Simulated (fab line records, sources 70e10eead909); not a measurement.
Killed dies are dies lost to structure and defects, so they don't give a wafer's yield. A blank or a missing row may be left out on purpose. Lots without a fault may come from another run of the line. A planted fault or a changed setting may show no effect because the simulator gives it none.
Which tool did it? | flow nand_harc | 13 lots, 39 wafers sampled, at 5 steps of a route of 1302

WHAT THE GAUGES READ, wafer by wafer
NHARC_HYBRID_BOND_OVL_MEAS_05. Usual: overlay_x_nm 0 nm, standard deviation 32; overlay_y_nm -5 nm, standard deviation 30.
lot  | measured     | on         | overlay_x_nm (nm) | overlay_y_nm (nm) | flag
L180 | day 23 14:13 | overlay-01 | -18 8 -11         | 18 -54 32         |
L181 | day 24 11:42 | overlay-02 | 11 -19 -21        | -44 -14 -34       |
L182 | day 25 00:35 | overlay-02 | -27 -22 21        | -34 -5 6          |
L184 | day 25 00:35 | overlay-01 | -41 33 -19        | 13 -24 -17        |
L189 | day 27 12:39 | overlay-01 | -12 -25 -19       | 10 -28 26         |
L192 | day 28 04:29 | overlay-02 | -53 -48 1         | -10 26 -9         |
L194 | day 29 08:10 | overlay-02 | 26 -34 -11        | -17 -15 -21       |
L197 | day 30 02:29 | overlay-02 | -28 -82 -16       | 2 21 11           |
L199 | day 31 10:34 | overlay-01 | 38 -8 -39         | -15 -32 2         |
L201 | day 31 10:33 | overlay-01 | 35 17 -37         | 24 -35 -44        |
L200 | day 32 08:52 | overlay-02 | 41 -16 -8         | -37 -47 3         |
L203 | day 33 20:11 | overlay-01 | -37 -2 68         | 13 -65 63         |
L202 | day 33 14:34 | overlay-02 | -15 -25 7         | -49 -40 62        |

NHARC_THIN_TSV_CD_MEAS_37. Usual: cd_nm 4999.5 nm, standard deviation 2.5.
lot  | measured     | on        | cd_nm (nm)           | flag
L180 | day 24 00:22 | cd_sem-03 | 4999.7 4998.0 5000.1 |
L181 | day 24 21:49 | cd_sem-02 | 4994.2 4996.2 4999.2 |
L182 | day 25 11:39 | cd_sem-02 | 5004.3 5002.4 5003.1 |
L184 | day 25 10:32 | cd_sem-02 | 5002.3 5000.2 5000.9 |
L189 | day 28 15:01 | cd_sem-01 | 4997.9 4997.8 4995.8 |
L192 | day 28 16:01 | cd_sem-01 | 4997.9 4997.3 4999.0 |
L194 | day 29 19:25 | cd_sem-01 | 4997.5 4998.9 4997.1 |
L197 | day 30 12:44 | cd_sem-01 | 5001.2 5001.7 5002.6 |
L199 | day 31 22:47 | cd_sem-02 | 5002.6 4999.7 5002.7 |
L201 | day 31 20:40 | cd_sem-01 | 4998.7 4997.3 4998.4 |
L200 | day 32 20:53 | cd_sem-01 | 4996.1 4997.6 4996.5 |
L203 | day 34 06:11 | cd_sem-01 | 4996.5 5001.4 4998.6 |
L202 | day 34 00:22 | cd_sem-03 | 5000.0 4999.7 5000.9 |

NHARC_END_SORT_01. Usual: killed_at_array 62, standard deviation 16; killed_at_other 0.8, standard deviation 1.1; killed_at_periphery 4, standard deviation 3.2; killed_dies 67, standard deviation 16; killed_open 3.5, standard deviation 1.9; killed_short 2.1, standard deviation 1.5.
lot  | measured     | on        | killed_at_array | killed_at_other | killed_at_periphery | killed_dies | killed_open | killed_short | flag
L189 | day 29 01:47 | prober-01 | 133 135 130     | 0 0 0           | 3 2 3               | 136 137 133 | 1 3 4       | 3 2 0        | OFF
L192 | day 29 00:13 | prober-02 | 150 144 155     | 0 2 2           | 2 1 4               | 152 147 161 | 4 4 3       | 0 4 1        | OFF

WHICH TOOL RAN EACH LOT (tool, then ch and the chambers of the sampled wafers, then the start)
lot  | NHARC_A_CHANNEL_FILL_D2_ETCHBACK_20 | NHARC_THIN_TSV_STRIP_45
L180 | rie_diel-12 ch 0,1,3, day 14 06:47  | plasma_asher-02 ch 0,1, day 23 17:52
L181 | rie_diel-12 ch 1,2,3, day 15 04:44  | plasma_asher-02 ch 0,1, day 24 15:29
L182 | rie_diel-03 ch 0,1,3, day 15 07:47  | plasma_asher-01 ch 0,1, day 25 05:30
L184 | rie_diel-08 ch 0,1,3, day 16 03:52  | plasma_asher-02 ch 0,1, day 25 04:24
L189 | rie_diel-08 ch 0,1, day 18 21:07    | plasma_asher-02 ch 0,1, day 28 08:32
L192 | rie_diel-08 ch 0,3, day 19 06:47    | plasma_asher-01 ch 1, day 28 09:31
L194 | rie_diel-12 ch 1,2,3, day 20 11:26  | plasma_asher-02 ch 0,1, day 29 13:04
L197 | rie_diel-03 ch 0,2,3, day 21 05:09  | plasma_asher-02 ch 0,1, day 30 06:27
L199 | rie_diel-08 ch 1,2, day 22 07:38    | plasma_asher-02 ch 0,1, day 31 16:40
L201 | rie_diel-12 ch 0,1,2, day 22 21:43  | plasma_asher-02 ch 0,1, day 31 14:13
L200 | rie_diel-03 ch 0,3, day 23 18:59    | plasma_asher-01 ch 0,1, day 32 14:40
L203 | rie_diel-03 ch 2,3, day 24 07:11    | plasma_asher-02 ch 0,1, day 34 00:02
L202 | rie_diel-03 ch 1,2, day 24 07:15    | plasma_asher-02 ch 0,1, day 33 18:15
- NHARC_A_CHANNEL_FILL_D2_ETCHBACK_20: etches the open film in C4F8/O2/Ar, target depth 27 nm, time 13.5 s.
- NHARC_THIN_TSV_STRIP_45: strips in O2.

WHAT THE TOOLS THEMSELVES READ (means of the sampled wafers that have a number; where no wafer has one, the mark that the record gives instead)
NHARC_A_CHANNEL_FILL_D2_ETCHBACK_20. Usual: oes_product_au 0.987 a.u., standard deviation 0.023; rf_vpp_V 979 V, standard deviation 4.7.
lot  | tool        | oes_product_au (a.u.) | rf_vpp_V (V) | flag
L180 | rie_diel-12 | 0.962                 | 982          |
L181 | rie_diel-12 | 0.995                 | 980          |
L182 | rie_diel-03 | 0.975                 | 983          |
L184 | rie_diel-08 | 1.009                 | 976          |
L189 | rie_diel-08 | 0.954                 | 978          |
L192 | rie_diel-08 | 0.991                 | 978          |
L194 | rie_diel-12 | 1.002                 | 979          |
L197 | rie_diel-03 | 0.997                 | 980          |
L199 | rie_diel-08 | 0.992                 | 974          |
L201 | rie_diel-12 | 1.005                 | 978          |
L200 | rie_diel-03 | 1.000                 | 982          |
L203 | rie_diel-03 | 1.005                 | 978          |
L202 | rie_diel-03 | 1.002                 | 978          |

NHARC_THIN_TSV_STRIP_45. Usual: drypump_motor_current_A 5.5 A, standard deviation 0.49; heater_power_w 332 W, standard deviation 15.
lot  | tool            | drypump_motor_current_A (A) | heater_power_w (W) | flag
L180 | plasma_asher-02 | 5.5                         | 340                |
L181 | plasma_asher-02 | 5.1                         | 340                |
L182 | plasma_asher-01 | 5.9                         | 314                |
L184 | plasma_asher-02 | 5.4                         | 343                |
L189 | plasma_asher-02 | 5.5                         | 341                |
L192 | plasma_asher-01 | 5.8                         | 329                |
L194 | plasma_asher-02 | 5.1                         | 344                |
L197 | plasma_asher-02 | 5.1                         | 344                |
L199 | plasma_asher-02 | 5.4                         | 339                |
L201 | plasma_asher-02 | 5.5                         | 341                |
L200 | plasma_asher-01 | 5.9                         | 305                |
L203 | plasma_asher-02 | 5.1                         | 345                |
L202 | plasma_asher-02 | 5.1                         | 345                |

THE ANSWER, worked out from the rows above alone
Rule: a lot is off if the mean of its wafers that have a number lies more than 3 standard deviations from the usual mean. A lot without any number at a reading at which 4 lots or more have one is off too. The other lots that the step has rows for count as sound. The gauges are gone through in route order, then the tools' own readings, and for those a lot's mean is taken as printed above. The first step at which some lot is off is used, and at that step the reading that is off furthest; a lot without a number counts as furthest.
Off: L189, L192, at NHARC_END_SORT_01 (killed_at_array). Neither off nor sound, because the step has no rows for them: L180, L181, L182, L184, L194, L197, L199, L201, L200, L203, L202.
A tool fits if, at a process step before that reading, it ran every lot that is off, and no sound lot after the first of them. The gauges at NHARC_END_SORT_01 are tried like those tools. One fits: rie_diel-08 at NHARC_A_CHANNEL_FILL_D2_ETCHBACK_20. It ran no sound lot before its first lot that is off in this sample, so the start can't be narrowed down.

WHAT THE SIMULATOR HAD PUT IN
Chamber particle source: rie_diel-08, from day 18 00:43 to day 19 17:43, at NHARC_A_CHANNEL_FILL_D2_ETCHBACK_20. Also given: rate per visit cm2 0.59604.
Lots struck among those shown: L189, L192. The rule above found the same.
